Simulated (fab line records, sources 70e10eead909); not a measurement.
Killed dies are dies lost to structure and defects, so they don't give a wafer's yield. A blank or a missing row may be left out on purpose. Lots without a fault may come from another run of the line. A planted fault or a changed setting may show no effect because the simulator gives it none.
Which tool did it? | flow nand_harc | 13 lots, 39 wafers sampled, at 4 steps of a route of 1302

WHAT THE GAUGES READ, wafer by wafer
NHARC_P_M0_CD_MEAS_09: target cd 90 nm.
lot  | measured     | on        | cd_nm (nm)
L415 | day 6 05:52  | cd_sem-03 | 89.3 91.3 90.1
L416 | day 6 09:07  | cd_sem-01 | 91.0 89.5 89.1
L417 | day 6 19:27  | cd_sem-01 | 89.4 88.8 88.6
L418 | day 7 07:52  | cd_sem-02 | 90.1 88.0 89.4
L419 | day 7 19:58  | cd_sem-01 | 90.6 89.0 90.4
L420 | day 8 00:48  | cd_sem-03 | 88.7 90.8 89.3
L421 | day 8 18:01  | cd_sem-01 | 89.7 90.0 89.5
L424 | day 10 03:59 | cd_sem-02 | 89.5 88.6 88.4
L430 | day 12 05:13 | cd_sem-03 | 91.0 90.0 90.8
L431 | day 13 01:10 | cd_sem-02 | 78.0 78.7 90.1
L432 | day 13 03:25 | cd_sem-02 | 90.7 88.8 88.9
L434 | day 13 22:52 | cd_sem-02 | 90.6 89.1 89.2
L438 | day 15 17:05 | cd_sem-02 | 88.9 90.7 89.2

WHICH TOOL RAN EACH LOT (tool, then ch and the chambers of the sampled wafers, then the start)
lot  | NHARC_P_CONTACT_ETCH_35            | NHARC_P_CONTACT_STRIP_28           | NHARC_P_M0_PEB_07
L415 | rie_diel-05 ch 1,3, day 6 01:53    | rie_diel-05 ch 2,3, day 6 02:44    | litho_track-06 ch 0, day 6 05:47
L416 | rie_diel-02 ch 0,3, day 6 05:12    | rie_diel-11 ch 0,1, day 6 06:05    | litho_track-01 ch 0, day 6 09:02
L417 | rie_diel-11 ch 1,2,3, day 6 15:02  | rie_diel-05 ch 0,2, day 6 15:54    | litho_track-06 ch 0, day 6 19:23
L418 | rie_diel-05 ch 2,3, day 7 04:07    | rie_diel-11 ch 1,2, day 7 04:59    | litho_track-06 ch 0, day 7 07:47
L419 | rie_diel-02 ch 0,2,3, day 7 16:13  | rie_diel-05 ch 0,1, day 7 17:03    | litho_track-06 ch 0, day 7 19:53
L420 | rie_diel-05 ch 0,2, day 7 20:53    | rie_diel-11 ch 1,2,3, day 7 21:47  | litho_track-06 ch 0, day 8 00:43
L421 | rie_diel-02 ch 1,2, day 8 13:58    | rie_diel-05 ch 0,1,3, day 8 14:49  | litho_track-01 ch 0, day 8 17:56
L424 | rie_diel-11 ch 0,1, day 9 23:56    | rie_diel-11 ch 0,1,3, day 10 00:55 | litho_track-01 ch 0, day 10 03:55
L430 | rie_diel-11 ch 1,2, day 12 01:19   | rie_diel-05 ch 0,1,3, day 12 02:10 | litho_track-01 ch 0, day 12 05:08
L431 | rie_diel-05 ch 0,1,2, day 12 21:13 | rie_diel-11 ch 0,1,2, day 12 22:04 | litho_track-06 ch 0, day 13 01:05
L432 | rie_diel-02 ch 1,2, day 12 23:31   | rie_diel-11 ch 1,3, day 13 00:24   | litho_track-04 ch 0, day 13 03:20
L434 | rie_diel-05 ch 0,1,3, day 13 18:59 | rie_diel-02 ch 2,3, day 13 19:49   | litho_track-01 ch 0, day 13 22:47
L438 | rie_diel-02 ch 0,2,3, day 15 13:16 | rie_diel-11 ch 1,2,3, day 15 14:08 | litho_track-04 ch 0, day 15 17:00
- NHARC_P_CONTACT_ETCH_35: etches the open film in CF4, target depth 39 nm, time 65 s.
- NHARC_P_CONTACT_STRIP_28: strips in O2.
- NHARC_P_M0_PEB_07: peb time 65 s.

WHAT THE TOOLS THEMSELVES READ (means of the sampled wafers that have a number; where no wafer has one, the mark that the record gives instead)
NHARC_P_CONTACT_ETCH_35.
lot  | tool        | drypump_motor_current_A (A) | oes_product_au (a.u.) | rf_vpp_V (V) | showerhead_plenum_p_Torr (Torr) | throttle_valve_pct (%)
L415 | rie_diel-05 | 5.9                         | 0.995                 | 151.9        | 1.80                            | 13.287
L416 | rie_diel-02 | 5.8                         | 1.000                 | 151.5        | 1.79                            | 13.281
L417 | rie_diel-11 | 5.7                         | 1.000                 | 151.9        | 1.83                            | 13.276
L418 | rie_diel-05 | 5.6                         | 0.997                 | 151.2        | 1.75                            | 13.277
L419 | rie_diel-02 | 6.0                         | 1.014                 | 151.6        | 1.75                            | 13.286
L420 | rie_diel-05 | 5.1                         | 1.003                 | 151.9        | 1.82                            | 13.276
L421 | rie_diel-02 | 6.1                         | 1.017                 | 150.2        | 1.68                            | 13.287
L424 | rie_diel-11 | 6.5                         | 1.015                 | 151.7        | 1.79                            | 13.287
L430 | rie_diel-11 | 6.1                         | 0.995                 | 151.7        | 1.77                            | 13.291
L431 | rie_diel-05 | 5.7                         | 1.002                 | 151.3        | 1.77                            | 13.297
L432 | rie_diel-02 | 6.2                         | 1.001                 | 149.7        | 1.68                            | 13.281
L434 | rie_diel-05 | 5.7                         | 1.017                 | 151.4        | 1.81                            | 13.286
L438 | rie_diel-02 | 6.0                         | 1.008                 | 151.4        | 1.75                            | 13.279

NHARC_P_CONTACT_STRIP_28.
lot  | tool        | drypump_motor_current_A (A) | o2_flow_sccm (sccm) | oes_product_au (a.u.) | rf_vpp_V (V) | showerhead_plenum_p_Torr (Torr) | throttle_valve_pct (%)
L415 | rie_diel-05 | 5.7                         | 500.7               | 1.001                 | 58.6         | 3.49                            | 17.034
L416 | rie_diel-11 | 6.5                         | 499.9               | 1.026                 | 58.0         | 3.57                            | 17.039
L417 | rie_diel-05 | 5.2                         | 499.0               | 0.996                 | 57.6         | 3.62                            | 17.042
L418 | rie_diel-11 | 6.1                         | 500.6               | 1.021                 | 57.2         | 3.54                            | 17.038
L419 | rie_diel-05 | 5.5                         | 500.1               | 1.008                 | 58.8         | 3.64                            | 17.039
L420 | rie_diel-11 | 5.7                         | 499.2               | 1.009                 | 58.4         | 3.65                            | 17.041
L421 | rie_diel-05 | 5.8                         | 499.8               | 1.002                 | 58.2         | 3.62                            | 17.032
L424 | rie_diel-11 | 6.0                         | 499.7               | 1.001                 | 57.7         | 3.60                            | 17.044
L430 | rie_diel-05 | 5.7                         | 499.8               | 1.010                 | 57.7         | 3.61                            | 17.043
L431 | rie_diel-11 | 6.3                         | 499.4               | 0.997                 | 58.3         | 3.61                            | 17.036
L432 | rie_diel-11 | 5.8                         | 500.5               | 0.995                 | 58.0         | 3.52                            | 17.037
L434 | rie_diel-02 | 6.2                         | 499.2               | 1.016                 | 58.0         | 3.43                            | 17.034
L438 | rie_diel-11 | 5.8                         | 500.7               | 0.990                 | 58.0         | 3.64                            | 17.039

NHARC_P_M0_PEB_07.
lot  | tool           | heater_power_total_W (W) | resist_line_temp_C (C)
L415 | litho_track-06 | 156.5                    | 22.93
L416 | litho_track-01 | 156.9                    | 23.13
L417 | litho_track-06 | 156.7                    | 23.06
L418 | litho_track-06 | 156.4                    | 23.01
L419 | litho_track-06 | 156.6                    | 23.02
L420 | litho_track-06 | 156.5                    | 23.03
L421 | litho_track-01 | 156.1                    | 22.87
L424 | litho_track-01 | 156.2                    | 22.99
L430 | litho_track-01 | 156.1                    | 23.09
L431 | litho_track-06 | 175.5                    | 23.06
L432 | litho_track-04 | 156.6                    | 23.03
L434 | litho_track-01 | 156.5                    | 22.95
L438 | litho_track-04 | 156.9                    | 22.90

THE ANSWER, worked out from the rows above alone
Rule: what is usual is taken from the lots themselves. Put in order of their means at a reading, lots are off if they are a third of the lots or fewer, leave a main group of 4 or more, and stand apart from it by a gap of 3 or more times the standard deviation of the main group's means; of several such gaps the widest counts. A main group whose means are all the same, to the digits that the tables above print for the reading, isn't used. A lot without any number at a reading at which 4 lots or more have one is off too. The other lots that the step has rows for count as sound. The gauges are gone through in route order, then the tools' own readings, and for those a lot's mean is taken as printed above. The first step at which some lot is off is used, and at that step the reading that is off furthest; a lot without a number counts as furthest.
Off: L431, at NHARC_P_M0_CD_MEAS_09 (cd_nm). The main group: mean 89.6 nm, standard deviation 0.49.
A tool fits if, at a process step before that reading, it ran every lot that is off, and no sound lot after the first of them. The gauges at NHARC_P_M0_CD_MEAS_09 aren't tried: what is off there is off at NHARC_P_M0_PEB_07 too, on other tools, and a gauge's error can't cause that. One fits: litho_track-06 at NHARC_P_M0_PEB_07. Its last sound lot is L420 (day 8 00:43), its first lot that is off L431 (day 13 01:05): a fault that began between those two fits.
The tool's own readings at NHARC_P_M0_PEB_07 bear it out: on the lots that are off they differ by more than 5 times the standard deviation of the sound lots' means. heater_power_total_W reads 175.5 W there against 156.5 W on the sound lots.

WHAT THE SIMULATOR HAD PUT IN
Process parameter drift: litho_track-06, from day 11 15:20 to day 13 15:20, at NHARC_P_M0_PEB_07. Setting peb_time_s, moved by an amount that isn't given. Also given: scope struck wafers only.
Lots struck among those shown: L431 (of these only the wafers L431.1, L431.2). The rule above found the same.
